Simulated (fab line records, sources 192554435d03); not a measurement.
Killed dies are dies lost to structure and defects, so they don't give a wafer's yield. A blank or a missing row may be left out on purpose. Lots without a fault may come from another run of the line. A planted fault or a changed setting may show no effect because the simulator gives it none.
Split-lot experiment | flow n5_finfet | 7 lots, 21 wafers read, on a route of 1938 steps

THE SPLIT
At N5_ZERO_LAYER_EXPOSE_08 (exposes mask ZERO, defocus 0 nm, target cd 2000 nm), the setting dose_mj was moved away from the recipe's 16.2 on 5 of the 21 wafers read, by -6.1% to +6.8%. The other wafers ran this setting at the recipe's value.

FROM THE SPLIT TO THE READING: what the file shows between them, 2 steps
- N5_ZERO_LAYER_DEVELOP_10: develop time 60 s (also split here: develop_time_s)
- N5_ZERO_LAYER_HARDBAKE_23: time 120 s

THE READING
cd_nm, in nm, at N5_ZERO_LAYER_CD_MEAS_11 (target cd 2000 nm). Fault-free wafers of this fab line usually give 1999.7 nm, standard deviation 1.9 nm.

wafer  | tool, chamber at the split | dose_mj as run | against the recipe | cd_nm, nm | against lot-mates on the recipe
L077.1 | krf_scanner-01, 0          | 16.2           | recipe             | 1999.4    | -
L077.2 | krf_scanner-01, 0          | 16.2           | recipe             | 1997.5    | -
L077.6 | krf_scanner-01, 0          | 16.2           | recipe             | 1996.8    | -
L081.1 | krf_scanner-01, 0          | 16.2           | recipe             | 2005.2    | -
L081.3 | krf_scanner-01, 0          | 15.21          | -6.1%              | 1988.9    | -15.1
L081.4 | krf_scanner-01, 0          | 16.2           | recipe             | 2002.8    | -
L084.1 | krf_scanner-01, 0          | 15.44          | -4.7%              | 1991.8    | -7.5
L084.2 | krf_scanner-01, 0          | 16.2           | recipe             | 1998.3    | -
L084.5 | krf_scanner-01, 0          | 16.2           | recipe             | 2000.2    | -
L085.1 | krf_scanner-01, 0          | 16.2           | recipe             | 2000.0    | -
L085.3 | krf_scanner-01, 0          | 16.2           | recipe             | 1996.3    | -
L085.4 | krf_scanner-01, 0          | 17.3           | +6.8%              | 2007.9    | +9.8
L088.2 | krf_scanner-01, 0          | 16.2           | recipe             | 1998.3    | -
L088.5 | krf_scanner-01, 0          | 16.76          | +3.5%              | 2003.3    | +3.5
L088.6 | krf_scanner-01, 0          | 16.2           | recipe             | 2001.2    | -
L096.1 | krf_scanner-02, 0          | 16.2           | recipe             | 1999.6    | -
L096.3 | krf_scanner-02, 0          | 16.73          | +3.3%              | 2006.4    | +6.2
L096.4 | krf_scanner-02, 0          | 16.2           | recipe             | 2000.7    | -
L097.1 | krf_scanner-02, 0          | 16.2           | recipe             | 1999.4    | -
L097.3 | krf_scanner-02, 0          | 16.2           | recipe             | 1993.4    | -
L097.6 | krf_scanner-02, 0          | 16.2           | recipe             | 2001.1    | -

THE FIT
A straight line over all 21 wafers: cd_nm changes by +1.52 nm for each +1% of dose_mj; r = +0.84; the points scatter about the line by 2.5 nm.
The same after taking each lot's own level away (the mean of its wafers on the recipe; 21 wafers): +1.77 nm for each +1%; r = +0.91; scatter 2.1 nm.
On that fit, the largest move of dose_mj shifts the reading by 12 nm.
The lots' own levels span 1997.90 to 2004.00 nm, that is 3.2 times the standard deviation above.
So the lot-to-lot level changes the slope: the two fits differ.
Check: with one of the wafers moved furthest among these (+6.8%) left out of the fit, the line predicts +12.9 nm for it against its lot-mates. It came out at +9.75 nm against them.

OTHER SPLITS ON THESE WAFERS
These wafers also went through other splits before the reading. Each is held against what the fit with the lots' levels taken away leaves over:
other split on the same wafers          | wafers away from the commonest value | r with cd_nm (lot level and that fit taken away)
N5_ZERO_LAYER_DEVELOP_10 develop_time_s | 5                                    | +0.42

THE FILE'S OWN FIT
cd_nm changes by +1.77 nm for each +1% of dose_mj, r = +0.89.
